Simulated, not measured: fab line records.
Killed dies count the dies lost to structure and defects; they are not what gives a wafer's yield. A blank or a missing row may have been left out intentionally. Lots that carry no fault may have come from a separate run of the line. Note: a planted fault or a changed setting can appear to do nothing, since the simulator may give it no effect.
The tool behind it: which one? ; flow n5_finfet ; Sampling: 11 lots, 32 wafers, 2 of 1938 route steps

## WHAT EACH GAUGE READ, for each wafer
N5_BEOL_M14_OCD_MEAS_35.
lot;measured;on;trench_depth_nm (nm)
L239;day 13 04:52;ocd-02;535 556 540
L242;day 13 12:08;ocd-02;579 541 575
L241;day 13 21:33;ocd-02;584 562 579
L247;day 14 12:17;ocd-01;569 573
L245;day 15 16:28;ocd-02;582 569 566
L249;day 15 19:31;ocd-01;563 582 586
L252;day 16 07:23;ocd-02;584 564 584
L256;day 18 02:21;ocd-02;584 583 583
L254;day 18 22:16;ocd-01;521 558 562
L260;day 19 19:34;ocd-01;562 559 562
L261;day 19 20:03;ocd-01;562 573 564

## WHICH TOOL RAN EACH LOT (tool, then ch and the chambers of the sampled wafers, then the start)
lot;N5_BEOL_M14_TRENCH_ETCH_34
L239;rie_diel-01 ch 1,2,3, day 13 04:43
L242;rie_diel-04 ch 0,2, day 13 11:58
L241;rie_diel-05 ch 2,3, day 13 21:24
L247;rie_diel-05 ch 2, day 14 12:07
L245;rie_diel-05 ch 1,3, day 15 16:18
L249;rie_diel-05 ch 1,3, day 15 19:22
L252;rie_diel-05 ch 2,3, day 16 07:10
L256;rie_diel-04 ch 2,3, day 18 02:12
L254;rie_diel-01 ch 1,2, day 18 22:07
L260;rie_diel-05 ch 0,1,2, day 19 19:25
L261;rie_diel-04 ch 1,2, day 19 19:53
- N5_BEOL_M14_TRENCH_ETCH_34: etches SiO2 in C4F8/O2/Ar, target depth 556.65 nm, time 126.9 s.

## THE ANSWER, worked out from the rows above alone
Rule: the usual values come from the lots themselves. The widest of any qualifying gaps counts: lots, ordered by their means at a reading, are off when they make up no more than a third of the lots, leave a main group of 4 or more, and stand apart from it by 3 or more times the standard deviation of that group's means. The tables above print the reading to a certain number of digits; a main group whose means all agree to those digits is not used. Also off: a lot with no number at a reading for which 4 or more lots have one. Any other lot the step has rows for is counted as sound.
No lot is off at any reading shown: from this, nothing can be told.

## WHAT THE SIMULATOR HAD INSERTED
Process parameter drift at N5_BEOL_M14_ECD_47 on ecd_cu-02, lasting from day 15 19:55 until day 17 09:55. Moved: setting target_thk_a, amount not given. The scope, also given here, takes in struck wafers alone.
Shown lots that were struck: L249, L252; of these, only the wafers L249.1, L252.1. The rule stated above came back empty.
